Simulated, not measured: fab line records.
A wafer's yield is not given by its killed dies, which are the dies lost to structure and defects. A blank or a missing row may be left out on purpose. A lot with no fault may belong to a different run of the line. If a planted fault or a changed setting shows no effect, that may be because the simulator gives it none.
Chamber matching + flow n5_finfet + N5_BEOL_M0_SAQP_SPACER2_ETCHBACK_27 on rie_diel-01 has 4 sister chambers
The step etches SiO2 in CHF3/O2, target depth 22.5 nm, time 11.25 s. 4 wafers are shown with their chamber, then 8 later ones without.

EACH WAFER AND ITS CHAMBER
| wafer  | chamber | drypump_motor_current_A (A) |
|--------|---------|-----------------------------|
| L083.6 | 3       | 6.2                         |
| L085.4 | 0       | 5.1                         |
| L085.6 | 2       | 5.6                         |
| L089.1 | 1       | 5.9                         |

WAFERS WITH NO CHAMBER GIVEN
| wafer  | drypump_motor_current_A (A) |
|--------|-----------------------------|
| L089.3 | 6.3                         |
| L089.6 | 6.2                         |
| L092.1 | 6.2                         |
| L092.2 | 5.6                         |
| L092.4 | 6.3                         |
| L094.4 | 5.1                         |
| L094.5 | 6.2                         |
| L094.6 | 5.6                         |

WHICH CHAMBER EACH WENT THROUGH
| wafer  | from the rows above | in truth |
|--------|---------------------|----------|
| L089.3 | 3                   | 3        |
| L089.6 | 3                   | 3        |
| L092.1 | 3                   | 3        |
| L092.2 | 2                   | 2        |
| L092.4 | 3                   | 3        |
| L094.4 | 0                   | 0        |
| L094.5 | 3                   | 3        |
| L094.6 | 2                   | 2        |
Correctly placed: 8 of 8. Left unplaced by these rows: 0. Placed wrongly: 0.
How it was worked out, from the rows above alone: a wafer's distance from a chamber is the root of the sum, over the readings, of the square of ((its reading less the chamber's mean) divided by the reading's scatter). The wafer belongs to the nearest chamber; if the next one is less than 2 further off, it can't be placed. A chamber's mean is the mean of its shown wafers. The scatter (one wafer shown for each chamber): square how far every hidden wafer sits from the nearest shown wafer, average those squares and take the square root.
